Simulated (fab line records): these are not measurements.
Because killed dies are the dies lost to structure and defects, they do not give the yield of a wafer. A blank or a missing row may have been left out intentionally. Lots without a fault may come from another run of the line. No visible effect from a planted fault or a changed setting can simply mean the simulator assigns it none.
A lot that was struck, set against a sound lot ; flow nand harc ; 39 steps out of a route of 1302
Sound: the wafers L394.3, L394.4, L394.6. Wafers L396.2, L396.4, L396.6 were the ones struck. The cause is given at the end.
Order at every step that has rows: each side's tool, ch and its chambers, its first start. Under that, the readings that differ: sound wafers ; struck wafers ; difference of the means ; sigmas: that difference in standard deviations of wafers without a fault.
alike: words and numbers the same on both sides, and readings whose means are apart by under 2 such deviations; not compared: readings that were withheld, readings missing a value for some wafer, numbers with overlapping values and no deviation given by the record, and bounds like >300 which may hide the same value.
Wherever a step has rows on one side only, a row that says differs or no value, or a row with sigmas, the two part there. Numbers that have no deviation but don't overlap get no sigmas and don't part them. A reading missing from all wafers of one side parts the sides only when that side holds two or more wafers.

first, 6 steps without rows for these wafers: NHARC_A_CHANNEL_HOLE_D2_STRIP_42 (strips in CF4/CHF3); NHARC_A_CHANNEL_HOLE_D2_STRIP_43 (strips in O2/COS); NHARC_A_CHANNEL_HOLE_D2_ETCH_44 (etches the open film in CF4/O2, target depth 140 nm, overetch 14 nm, time 77 s); NHARC_A_CHANNEL_HOLE_D2_STRIP_28 (strips in O2); NHARC_A_CHANNEL_HOLE_D2_PRECLEAN_29 (cleans in SC1); NHARC_A_CHANNEL_HOLE_D2_SRD_30.
NHARC_A_CHANNEL_HOLE_D2_CD_MEAS_31:
  sound on cd sem-03 at day 16 06:37; struck on cd sem-01 at day 17 13:46
  alike: cd nm
after that, 1 step had no rows for these wafers: NHARC_A_CHANNEL_HOLE_D2_XSEM_32.
NHARC_A_CHANNEL_HOLE_D2_INSPECT_40:
  sound on defect inspect-02 at day 16 06:47; struck on defect inspect-02 at day 17 13:57
  alike: raw defect count
then, 3 steps without rows for these wafers: NHARC_A_CHANNEL_FILL_D2_PRECLEAN_00 (cleans in SC1); NHARC_A_CHANNEL_FILL_D2_SRD_01; NHARC_A_CHANNEL_FILL_D2_ALD_02 (deposits SiO2, target thk 6 nm, pulse time 10 s, ald cycles 60).
NHARC_A_CHANNEL_FILL_D2_ALD_03: deposits SiNx, target thk 6 nm, pulse time 60 s, ald cycles 58.
  sound on ald sin batch-01 ch 0, day 16 10:27; struck on ald sin batch-01 ch 0, day 17 17:35
  alike: precursor pulse height rel
then, 1 step without rows for these wafers: NHARC_A_CHANNEL_FILL_D2_ALD_14 (deposits SiO2, target thk 2.5 nm, pulse time 10 s, ald cycles 25).
NHARC_A_CHANNEL_FILL_D2_ALD_15: deposits SiNx, target thk 2 nm, pulse time 60 s, ald cycles 19.
  sound on ald sin batch-01 ch 0; struck on ald sin batch-02 ch 0
reading;sound;struck;difference;sigmas
precursor pulse height rel;0.958 0.982 0.963;1.002 1.024 1.020;+0.048;+3
NHARC_A_CHANNEL_FILL_D2_ALD_16: deposits SiO2, target thk 1.5 nm, pulse time 10 s, ald cycles 15.
  sound on ald hk-02 ch 1,2,3, day 16 19:26; struck on ald hk-02 ch 0,1,3, day 18 05:42
  alike: heater power w, precursor pulse height rel
then, 9 steps without rows for these wafers: NHARC_A_CHANNEL_FILL_D2_ANNEAL_17 (time 1800 s); NHARC_A_CHANNEL_FILL_D2_CVD_18 (deposits poly-Si, target thk 3 nm); NHARC_A_CHANNEL_FILL_D2_ETCHBACK_19 (etches the open film in HBr/Cl2, target depth 5 nm, time 1.7 s); NHARC_A_CHANNEL_FILL_D2_ETCHBACK_20 (etches the open film in C4F8/O2/Ar, target depth 27 nm, time 13.5 s); NHARC_A_CHANNEL_FILL_D2_STRIP_28 (strips in O2, time 20 s); NHARC_A_CHANNEL_FILL_D2_PRECLEAN_21 (cleans in dHF, time 30 s); NHARC_A_CHANNEL_FILL_D2_SRD_23; NHARC_A_CHANNEL_FILL_D2_CVD_05 (deposits poly-Si, target thk 5 nm); NHARC_A_CHANNEL_FILL_D2_ANNEAL_22 (time 7200 s).
NHARC_A_CHANNEL_FILL_D2_ALD_25: deposits SiOx, target thk 60 nm, pulse time 10 s, ald cycles 600.
  sound on ald hk-02 ch 0,1,3, day 17 22:42; struck on ald hk-04 ch 2,3, day 19 06:58
  alike: heater power w, precursor pulse height rel
then, 7 steps without rows for these wafers: NHARC_A_CHANNEL_FILL_D2_ETCHBACK_08 (etches the open film in C4F8, target depth 220 nm, time 110 s); NHARC_A_CHANNEL_FILL_D2_STRIP_29 (strips in O2, time 20 s); NHARC_A_CHANNEL_FILL_D2_PRECLEAN_30 (cleans in dHF, time 30 s); NHARC_A_CHANNEL_FILL_D2_SRD_31; NHARC_A_CHANNEL_FILL_D2_CVD_09 (deposits poly-Si, target thk 150 nm, time 3000 s); NHARC_A_CHANNEL_FILL_D2_CMP_10 (polishes, target thk 150 nm); NHARC_A_CHANNEL_FILL_D2_SRD_12.
NHARC_A_CHANNEL_FILL_D2_RTA_24: time 5 s.
  sound on rtp anneal-02 ch 0, day 18 09:15; struck on rtp anneal-02 ch 0, day 19 18:46
reading;sound;struck;difference;sigmas
wafer_temp_C_max;1002.8 1003.9 1004.3;1006.3 1005.5 1006.6;+2.5;+2
  alike: lamp power pct
NHARC_A_STAIRCASE_DEP_156: deposits SiNx, target thk 50 nm.
  sound on pecvd-03 ch 0,1,2, day 18 09:31; struck on pecvd-01 ch 1,2, day 19 19:02
  alike: heater power w
then, 3 steps without rows for these wafers: NHARC_A_STAIRCASE_DEHYDRATE_158 (time 120 s); NHARC_A_STAIRCASE_HMDS_159 (time 30 s); NHARC_A_STAIRCASE_COAT_160.
-- the record jumps here: 9 days lie between the struck wafers' starts before and after (it left off in module A_STAIRCASE and takes up again in module END, whose first step shown is number 1302 of the route) --
NHARC_END_SORT_01:
  only the struck wafers appear in the record here, on prober-02 ch 0 at day 28 22:57; the sound ones have no rows

WHERE THEY PART
Earliest at NHARC_A_CHANNEL_FILL_D2_ALD_15; latest, in this record, at NHARC_END_SORT_01.

WHY: what the simulator had put in
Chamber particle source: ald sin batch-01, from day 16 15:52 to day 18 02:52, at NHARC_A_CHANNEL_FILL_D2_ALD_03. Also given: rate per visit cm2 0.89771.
